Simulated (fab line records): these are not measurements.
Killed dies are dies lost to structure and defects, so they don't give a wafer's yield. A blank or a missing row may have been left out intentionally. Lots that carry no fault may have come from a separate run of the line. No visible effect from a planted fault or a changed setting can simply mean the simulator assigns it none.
Chamber matching + flow nand-harc + 4 sister chambers for NHARC_A_STAIRCASE_DESCUM_11 on rie-diel-11
The step chemistry O2, time 3 s. 4 wafers are shown with their chamber, then 12 later ones without.

WAFERS PAIRED WITH THEIR CHAMBERS
| wafer  | chamber | showerhead-plenum-p-Torr (Torr) |
|--------|---------|---------------------------------|
| L092.2 | 3       | 1.76                            |
| L092.3 | 0       | 1.94                            |
| L092.5 | 2       | 1.97                            |
| L092.6 | 1       | 1.84                            |

WAFERS WHOSE CHAMBER IS MISSING
| wafer  | showerhead-plenum-p-Torr (Torr) |
|--------|---------------------------------|
| L088.2 | 1.83                            |
| L088.3 | 1.97                            |
| L088.5 | 1.83                            |
| L088.1 | 1.94                            |
| L088.4 | 1.76                            |
| L088.6 | 1.97                            |
| L093.1 | 1.83                            |
| L093.3 | 1.97                            |
| L093.6 | 1.94                            |
| L097.2 | 1.96                            |
| L097.4 | 1.76                            |
| L097.5 | 1.96                            |

WHICH CHAMBER EACH WENT THROUGH
| wafer  | from the rows above     | in truth |
|--------|-------------------------|----------|
| L088.2 | 1                       | 1        |
| L088.3 | 2                       | 2        |
| L088.5 | 1                       | 1        |
| L088.1 | 0                       | 0        |
| L088.4 | 3                       | 3        |
| L088.6 | 2                       | 2        |
| L093.1 | 1                       | 1        |
| L093.3 | 2                       | 2        |
| L093.6 | 0                       | 0        |
| L097.2 | can't be placed: 2 or 0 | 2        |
| L097.4 | 3                       | 3        |
| L097.5 | can't be placed: 2 or 0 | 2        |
Placed correctly: 10 of 12. From these rows, 2 cannot be placed; in 2 the true chamber is one of the candidates. 0 placed wrongly.
How it was worked out, from the rows above alone: a wafer's distance from a chamber is the root of the sum, over the readings, of the square of ((its reading less the chamber's mean) divided by the reading's scatter). If the next closest chamber is less than 2 further off than the closest, the wafer can't be placed; otherwise it belongs to the closest. For every chamber, the mean is computed from those of its wafers that are shown. The scatter (one wafer shown for each chamber): square how far every hidden wafer sits from the nearest shown wafer, average those squares and take the square root.
